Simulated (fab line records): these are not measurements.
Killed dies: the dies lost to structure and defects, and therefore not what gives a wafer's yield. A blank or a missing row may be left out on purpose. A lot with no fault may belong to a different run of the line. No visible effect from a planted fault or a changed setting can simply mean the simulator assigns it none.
One fault seen from 2 desks + flow n5Finfet + only its own numbers are on each desk; what lay behind them is given at the end

FROM THE METROLOGY DESK
What the gauges read for every lot (on any tool): the sampled wafers with a number, averaged. Marked OUT: a lot whose mean sits more than 4 standard deviations from the usual mean, which makes it out of limits; the brackets give that distance. It has 12 readings; the 7 that lie furthest out on some lot are the ones shown.
Columns: A = cdNm at N5_MOL_CONTACT_COAG_CD_MEAS_101, usual 16.1 nm; B = DIBL_N at N5_BEOL_M4_RC_MEAS_101, usual 36.5 mV/V; C = DIBL_P at N5_BEOL_M4_RC_MEAS_101, usual 36.5 mV/V; D = IOFF_P at N5_BEOL_M4_RC_MEAS_101, usual 0.219 nA/um; E = ION_N at N5_BEOL_M4_RC_MEAS_101, usual 675 uA/um; F = ION_P at N5_BEOL_M4_RC_MEAS_101, usual 464 uA/um; G = SS_P at N5_BEOL_M4_RC_MEAS_101, usual 73.4 mV/dec
| lot  | first seen here | A    | B    | C    | D     | E   | F   | G    |
|------|-----------------|------|------|------|-------|-----|-----|------|
| L381 | day 5 08:44     | 16.4 | 36.9 | 36.6 | 0.203 | 667 | 462 | 72.8 |
| L383 | day 5 15:04     | 16.0 | 36.0 | 37.0 | 0.201 | 672 | 456 | 73.5 |
| L386 | day 6 11:08     | 16.0 | 36.4 | 35.3 | 0.195 | 676 | 461 | 73.4 |
| L387 | day 6 16:50     | 16.1 | 34.3 | 34.3 | 0.179 | 676 | 463 | 72.8 |
| L389 | day 7 08:13     | 16.0 | 35.1 | 34.3 | 0.223 | 671 | 468 | 72.8 |
| L395 | day 8 17:18     | 16.4 | 35.3 | 36.4 | 0.215 | 673 | 464 | 73.6 |
| L401 | day 10 06:31    | 16.0 | 38.4 | 37.8 | 0.244 | 677 | 465 | 74.2 |
| L403 | day 10 22:13    | 15.7 | 34.7 | 36.4 | 0.210 | 677 | 468 | 73.1 |
| L404 | day 11 00:08    | 16.0 | 36.2 | 35.4 | 0.219 | 664 | 462 | 73.3 |
This desk's verdict: no lot among the 9 shows anything out of limits.

THE TOOL OWNER'S DESK: rieDiel-02
The tool's own readings at N5_MOL_CONTACT_COAG_ETCH_67 (etches SOC in N2/H2, target depth 60 nm, overetch 21 nm, time 101.2 s): means of the sampled wafers that have a number, for each lot that ran on this tool. Marked OUT: a lot whose mean sits more than 4 standard deviations from the usual mean, which makes it out of limits; the brackets give that distance.
Columns: A = drypumpMotorCurrentA at N5_MOL_CONTACT_COAG_ETCH_67, usual 5.7 A; B = oesProductAu at N5_MOL_CONTACT_COAG_ETCH_67, usual 0.64 a.u.; C = rfVppV at N5_MOL_CONTACT_COAG_ETCH_67, usual 522.7 V; D = showerheadPlenumPTorr at N5_MOL_CONTACT_COAG_ETCH_67, usual 2.50 Torr; E = throttleValvePct at N5_MOL_CONTACT_COAG_ETCH_67, usual 17.84 %
| lot  | first seen here | A   | B    | C     | D    | E     |
|------|-----------------|-----|------|-------|------|-------|
| L386 | day 6 12:25     | 5.8 | 0.66 | 523.1 | 2.50 | 17.72 |
| L387 | day 6 17:19     | 6.1 | 0.63 | 524.1 | 2.56 | 17.86 |
| L395 | day 8 17:47     | 5.9 | 0.62 | 522.6 | 2.51 | 17.91 |
This desk's verdict: no lot among the 3 shows anything out of limits.

ALL TOGETHER
Nothing out of limits was seen by the metrology desk.
Nothing out of limits was seen by the tool owner's desk.

WHAT THE SIMULATOR PUT IN
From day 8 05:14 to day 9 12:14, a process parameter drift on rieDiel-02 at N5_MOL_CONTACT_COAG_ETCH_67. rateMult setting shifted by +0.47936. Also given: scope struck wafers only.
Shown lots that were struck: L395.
